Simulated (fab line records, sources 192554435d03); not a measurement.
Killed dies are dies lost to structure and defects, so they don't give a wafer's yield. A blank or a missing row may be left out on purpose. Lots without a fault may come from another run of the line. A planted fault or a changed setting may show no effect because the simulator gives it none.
A struck lot beside a sound one | flow n5_finfet | 14 steps out of a route of 1938
Sound: wafers L906.4, L906.5, L906.6. Struck: wafer L910.6. (L910.2 of the same lot was not struck and is left out.) The cause comes at the end.
At each step with rows: each side's tool, then ch and its chambers, then its first start. Under that, the readings that differ: sound wafers | struck wafers | difference of the means | sigmas: that difference in standard deviations of wafers without a fault.
alike: readings whose means differ by less than 2 such deviations, and words and numbers that are the same on both sides. not compared: withheld readings, readings that some wafer has no value for, bounds like >300 that may hide the same value, and numbers for which the record gives no deviation and whose values overlap.
The two part at a step that has a row with sigmas, a row that says differs or no value, or rows on one side only. Numbers that don't overlap but have no deviation are shown without sigmas and don't part them. A reading that every wafer of one side lacks parts them only if that side has two wafers or more.

first, 4 steps without rows for these wafers: N5_BEOL_M8_SOFTBAKE_06 (time 60 s); N5_BEOL_M8_EXPOSE_08 (exposes mask M8); N5_BEOL_M8_PEB_09 (peb time 60 s); N5_BEOL_M8_DEVELOP_10 (develop time 30 s).
N5_BEOL_M8_CD_MEAS_11: target cd 38.5 nm.
  sound on cd_sem-01 ch 0, day 13 20:46; struck on cd_sem-03 ch 0, day 14 20:24
  reading    | sound          | struck | difference | sigmas
  cd_nm (nm) | 38.9 39.4 39.1 | 38.1   | -1.0       | -3
N5_BEOL_M8_OVL_MEAS_12:
  sound on overlay-02 ch 0, day 13 20:47; struck on overlay-01 ch 0, day 14 20:26
  alike: M8_OVL
N5_BEOL_M8_INSPECT_13: inspects for defects (brightfield).
  sound on defect_inspect-02, day 13 20:49; struck on defect_inspect-02, day 14 20:27
  alike: raw_defect_count
N5_BEOL_M8_DESCUM_16: chemistry O2, time 7.9 s.
  sound on rie_diel-01 ch 0,1,2, day 13 20:50; struck on rie_diel-03 ch 1, day 14 20:30
  alike: drypump_motor_current_A, oes_product_au, rf_vpp_V, showerhead_plenum_p_Torr, throttle_valve_pct
  not compared: rf_hours_counter_h
N5_BEOL_M8_ETCH_61: etches SiARC in CF4, target depth 45.5 nm, time 75.8 s.
  sound on rie_diel-01 ch 0,1,2, day 13 20:53; struck on rie_diel-03 ch 1, day 14 20:32
  alike: drypump_motor_current_A, etch_rf_on_time_s, oes_product_au, rf_vpp_V, showerhead_plenum_p_Torr, throttle_valve_pct
  not compared: rf_hours_counter_h
N5_BEOL_M8_ETCH_62: etches SOC in N2/H2, target depth 110 nm, overetch 22 nm, time 165 s.
  sound on rie_diel-01 ch 0,1,2, day 13 20:56; struck on rie_diel-03 ch 1, day 14 20:35
  alike: drypump_motor_current_A, oes_product_au, rf_vpp_V, showerhead_plenum_p_Torr, throttle_valve_pct
  not compared: rf_hours_counter_h
then, 1 step without rows for these wafers: N5_BEOL_M8_STRIP_68 (strips in N2/H2).
N5_BEOL_M8_STRIP_67: strips in CF4.
  sound on rie_diel-01 ch 0,1,2, day 13 21:05; struck on rie_diel-03 ch 1, day 14 20:44
  reading      | sound             | struck | difference | sigmas
  rf_vpp_V (V) | 269.1 271.3 271.9 | 274.4  | +3.6       | +3
  alike: drypump_motor_current_A, oes_product_au, showerhead_plenum_p_Torr, throttle_valve_pct
  not compared: rf_hours_counter_h
N5_BEOL_M8_HM_OPEN_17: chemistry Cl2/BCl3, target TiN, target depth 20 nm, overetch 6 nm.
  sound on rie_metal-03 ch 0,1, day 13 21:09; struck on rie_metal-01 ch 1, day 14 20:47
  reading                                  | sound      | struck | difference | sigmas
  model.SOC_of_BEOL_M8_COAT_59.thk_nm (nm) | 91.8 92 92 | 87.6   | -4.3       |
  alike: drypump_motor_current_A, oes_product_au, throttle_valve_pct
  not compared: rf_hours_counter_h
N5_BEOL_M8_STRIP_19: strips in O2.
  sound on rie_diel-03 ch 0,2,3, day 13 21:15; struck on rie_diel-03 ch 1, day 14 20:59
  alike: drypump_motor_current_A, oes_product_au, rf_vpp_V, showerhead_plenum_p_Torr, throttle_valve_pct
  not compared: rf_hours_counter_h

WHERE THEY PART
First at N5_BEOL_M8_CD_MEAS_11; last, within this record, at N5_BEOL_M8_STRIP_67. Later steps at which nothing parts them and some readings are alike: N5_BEOL_M8_HM_OPEN_17, N5_BEOL_M8_STRIP_19.

WHY: what the simulator had put in
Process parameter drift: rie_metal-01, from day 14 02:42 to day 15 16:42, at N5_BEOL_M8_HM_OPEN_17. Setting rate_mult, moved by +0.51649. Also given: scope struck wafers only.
